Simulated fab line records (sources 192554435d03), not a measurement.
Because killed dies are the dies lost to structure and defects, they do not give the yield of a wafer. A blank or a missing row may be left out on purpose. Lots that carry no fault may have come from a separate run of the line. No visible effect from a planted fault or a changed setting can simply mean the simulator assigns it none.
What tool caused it? | flow n5-finfet | 10 lots with 30 wafers sampled at 2 steps, on a route of 1938 steps

== WHAT THE GAUGES READ, wafer by wafer ==
N5_BEOL_M4_RC_MEAS_101. Usual: DIBL_N 36.0 mV/V, standard deviation 1.3; DIBL_P 36.2 mV/V, standard deviation 1.7; IOFF_N 0.155 nA/um, standard deviation 0.024; IOFF_P 0.21 nA/um, standard deviation 0.034; ION_N 674 uA/um, standard deviation 9; ION_P 463 uA/um, standard deviation 7.1; SS_N 71.4 mV/dec, standard deviation 0.5; SS_P 73.4 mV/dec, standard deviation 0.57; VT_N 250.0 mV, standard deviation 2.8; VT_P -251 mV, standard deviation 3.2.
lot  | measured     | on        | DIBL_N (mV/V)  | DIBL_P (mV/V)  | IOFF_N (nA/um)    | IOFF_P (nA/um) | ION_N (uA/um) | ION_P (uA/um) | SS_N (mV/dec)  | SS_P (mV/dec)  | VT_N (mV)         | VT_P (mV)      | flag
L825 | day 11 04:40 | prober-01 | 35.0 37.0 36.8 | 35.0 37.2 37.1 | 0.125 0.158 0.155 | 0.17 0.20 0.20 | 663 673 667   | 455 454 458   | 71.2 72.1 71.5 | 73.1 73.6 73.3 | 253.3 252.0 248.5 | -254 -251 -251 |
L826 | day 11 09:54 | prober-01 | 35.8 35.7 37.3 | 35.3 35.4 37.0 | 0.143 0.144 0.171 | 0.18 0.19 0.20 | 675 675 680   | 457 458 459   | 71.1 70.8 71.6 | 72.9 73.4 73.3 | 250.7 251.6 249.7 | -252 -252 -251 |
L832 | day 12 11:48 | prober-02 | 36.0 35.0 35.2 | 37.5 35.7 36.4 | 0.157 0.144 0.153 | 0.21 0.18 0.19 | 672 667 678   | 459 452 462   | 71.7 71.4 70.7 | 73.4 73.0 74.2 | 250.7 251.3 250.9 | -251 -252 -251 |
L833 | day 12 12:08 | prober-01 | 37.8 35.8 36.3 | 37.2 35.1 35.3 | 0.186 0.156 0.159 | 0.20 0.18 0.18 | 682 681 671   | 457 458 460   | 72.0 70.8 70.4 | 73.3 73.1 73.6 | 248.8 248.2 250.2 | -254 -255 -255 |
L835 | day 13 01:10 | prober-01 | 35.9 33.2 36.0 | 37.4 34.1 37.1 | 0.173 0.126 0.177 | 0.21 0.17 0.22 | 678 670 688   | 460 463 471   | 71.4 70.8 71.2 | 73.1 72.8 73.1 | 248.6 253.2 248.4 | -249 -251 -249 |
L838 | day 13 22:28 | prober-01 | 34.8 34.8 34.4 | 35.8 36.5 35.5 | 0.141 0.150 0.139 | 0.19 0.21 0.19 | 666 667 662   | 463 464 457   | 72.3 72.2 71.7 | 73.6 72.3 73.4 | 248.4 252.6 248.3 | -253 -249 -251 |
L839 | day 13 23:57 | prober-02 | 37.7 35.4 38.0 | 36.4 33.7 37.1 | 0.176 0.134 0.192 | 0.26 0.21 0.28 | 683 668 678   | 472 465 473   | 71.4 72.0 72.3 | 74.0 73.5 73.9 | 245.8 247.5 245.9 | -246 -246 -243 |
L837 | day 14 03:13 | prober-01 | 35.1 36.7 36.6 | 35.2 37.5 37.3 | 0.152 0.187 0.185 | 0.23 0.26 0.25 | 678 689 678   | 474 475 468   | 70.9 71.5 72.2 | 72.6 73.5 73.5 | 250.0 246.1 245.4 | -247 -244 -246 |
L829 | day 15 11:17 | prober-02 | 36.1 36.3 34.5 | 37.0 37.2 35.2 | 0.162 0.155 0.132 | 0.20 0.20 0.18 | 674 663 660   | 458 451 453   | 71.9 71.7 71.2 | 73.4 72.9 73.7 | 249.5 251.1 252.5 | -251 -254 -254 |
L847 | day 15 11:43 | prober-01 | 35.7 34.8 34.3 | 34.9 34.3 34.5 | 0.135 0.120 0.121 | 0.20 0.19 0.19 | 676 668 664   | 464 464 464   | 70.9 71.0 70.4 | 73.0 72.4 72.5 | 251.9 255.6 253.3 | -251 -249 -250 |

N5_BEOL_M8_CD_MEAS_35 targets a cd of 40 nm. Usual: 40.0 nm for cd-nm, sd 0.53.
lot  | measured     | on        | cd-nm (nm)     | flag
L825 | day 12 10:52 | cd-sem-03 | 39.5 40.1 40.0 |
L826 | day 12 14:37 | cd-sem-02 | 39.4 40.1 39.6 |
L832 | day 14 05:05 | cd-sem-02 | 40.3 40.1 40.1 |
L833 | day 14 00:50 | cd-sem-02 | 40.1 41.2 39.9 |
L835 | day 14 18:05 | cd-sem-02 | 39.8 39.3 39.7 |
L838 | day 15 07:53 | cd-sem-01 | 39.7 40.8 39.9 |
L839 | day 15 14:17 | cd-sem-01 | 39.3 40.8 40.4 |
L837 | day 15 14:10 | cd-sem-02 | 38.8 39.8 40.1 |
L829 | day 17 04:52 | cd-sem-03 | 40.3 40.0 40.2 |
L847 | day 17 05:10 | cd-sem-01 | 40.8 40.6 39.8 |

== EACH LOT AND THE TOOL THAT RAN IT (in order: tool; ch and the chambers of the sampled wafers; start) ==
There is no process step in the record ahead of these readings.

== WHAT THE TOOLS THEMSELVES READ (means of the sampled wafers that have a number; where no wafer has one, the mark that the record gives instead) ==
The record holds no such reading with a usual standard deviation.

== THE ANSWER, worked out from the rows above alone ==
Rule: lot off if the mean of its wafers having a number is beyond 3 standard deviations from the usual mean. Also off: a lot with no number at a reading for which 4 or more lots have one. All remaining lots with rows at the step are treated as sound. The gauges are gone through in route order, then the tools' own readings, and for those a lot's mean is taken as printed above. At the first step where some lot is off, the reading lying furthest off is the one used; lots without a number count as furthest.
Nothing can be told from this: no lot is off at any reading shown.

== WHAT THE SIMULATOR HAD INSERTED ==
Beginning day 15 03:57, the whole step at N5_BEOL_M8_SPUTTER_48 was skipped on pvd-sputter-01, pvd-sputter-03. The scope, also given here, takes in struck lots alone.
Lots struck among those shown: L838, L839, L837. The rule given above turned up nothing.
